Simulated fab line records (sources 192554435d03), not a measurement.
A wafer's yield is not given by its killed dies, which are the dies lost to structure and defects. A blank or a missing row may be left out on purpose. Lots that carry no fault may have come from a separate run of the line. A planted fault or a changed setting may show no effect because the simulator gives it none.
Matching of chambers | flow n5 finfet | cvd co-01 running N5_BEOL_M5_PRE_CLEAN_77: 3 sister chambers
The step time 15 s. 3 wafers are shown with their chamber, then 7 later ones without.

== WAFERS PAIRED WITH THEIR CHAMBERS ==
wafer  | chamber | heater power w (W)
L168.6 | 2       | 107
L177.1 | 1       | 85
L177.3 | 0       | 71

== WAFERS MISSING THEIR CHAMBER ==
wafer  | heater power w (W)
L177.4 | 83
L178.1 | 70
L178.5 | 83
L178.6 | 69
L180.1 | 70
L180.2 | 85
L180.3 | 110

== CHAMBER TAKEN BY EACH ==
wafer  | from the rows above | in truth
L177.4 | 1                   | 1
L178.1 | 0                   | 0
L178.5 | 1                   | 1
L178.6 | 0                   | 0
L180.1 | 0                   | 0
L180.2 | 1                   | 1
L180.3 | 2                   | 2
Correct placement for 7 of the 7. Number that these rows cannot place: 0. 0 placed wrongly.
How it was worked out, from the rows above alone: a wafer's distance from a chamber is the root of the sum, over the readings, of the square of ((its reading less the chamber's mean) divided by the reading's scatter). The wafer belongs to the nearest chamber; if the next one is less than 2 further off, it can't be placed. For every chamber, the mean is computed from those of its wafers that are shown. The scatter: with one shown wafer a chamber, the root of the mean of the squares of how far each hidden wafer lies from its nearest shown one.
